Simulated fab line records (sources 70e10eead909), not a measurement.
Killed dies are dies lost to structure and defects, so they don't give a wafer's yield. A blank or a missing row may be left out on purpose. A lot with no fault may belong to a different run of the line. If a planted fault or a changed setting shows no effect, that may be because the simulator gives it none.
A single fault, viewed from 2 desks	flow nandHarc	every desk sees just its own numbers, and what lay behind them comes last

## TOOL OWNER'S DESK, pecvdOnon-03
The tool's own readings at NHARC_A_ONON_D1_DEP_19 (target thk 1000 nm): means of the sampled wafers that have a number, for each lot that ran on this tool. Marked OUT: a lot whose mean sits more than 4 standard deviations from the usual mean, which makes it out of limits; the brackets give that distance.
Columns: A = nh3FlowSccm at NHARC_A_ONON_D1_DEP_19, usual 499.9 sccm
lot	first seen here	A
L695	day 8 17:37	498.5
L703	day 10 03:29	500.5
L705	day 11 03:49	502.5
L704	day 11 04:10	501.1
Result from this desk: across the 4 lots, nothing is out of limits.

## THE METROLOGY DESK
What the gauges read, lot by lot, whatever tool the lot ran on: means of the sampled wafers that have a number. Marked OUT: a lot whose mean sits more than 4 standard deviations from the usual mean, which makes it out of limits; the brackets give that distance.
Columns: A = cdNm at NHARC_P_BONDPAD_CD_MEAS_09, usual 499.8 nm; B = thkNm at NHARC_A_ONON_D1_THK_MEAS_21, usual 1002 nm
lot	first seen here	A	B
L693	day 6 09:01	498.8	1012
L695	day 7 01:05	497.6	1004
L696	day 7 01:15	498.0	1007
L697	day 7 10:52	501.7	994
L698	day 7 23:12	501.8	1009
L703	day 8 14:20	501.2	1003
L705	day 9 15:29	501.5	1369 (+48) OUT
L706	day 9 17:30	499.1	1006
L704	day 9 17:46	499.0	1556 (+72) OUT
L711	day 10 20:27	499.4	995
L713	day 11 01:46	497.7	1017
L712	day 11 03:32	501.4	995
This desk's finding: out of limits on L704, L705; first on L705, day 11 04:16 (thkNm at NHARC_A_ONON_D1_THK_MEAS_21). L693, L695, L696, L697, L698, L703, L706, L711, L713, L712: within limits.

## ALL TOGETHER
At day 11 04:16 the metrology desk could have sounded an alarm, on L704, L705.
Nothing out of limits was seen by the tool owner's desk.
The tool owner's desk has L704, L705 on record, within its limits.
Every lot named ran NHARC_A_ONON_D1_DEP_19 on pecvdOnon-03.

## WHAT THE SIMULATOR HAD PUT IN
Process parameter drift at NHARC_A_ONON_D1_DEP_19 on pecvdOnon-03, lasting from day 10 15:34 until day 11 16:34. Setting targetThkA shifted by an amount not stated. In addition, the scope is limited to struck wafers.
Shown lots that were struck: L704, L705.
Time in hours between the start of the fault and the first out-of-limits reading at each desk: metrology desk, 13.
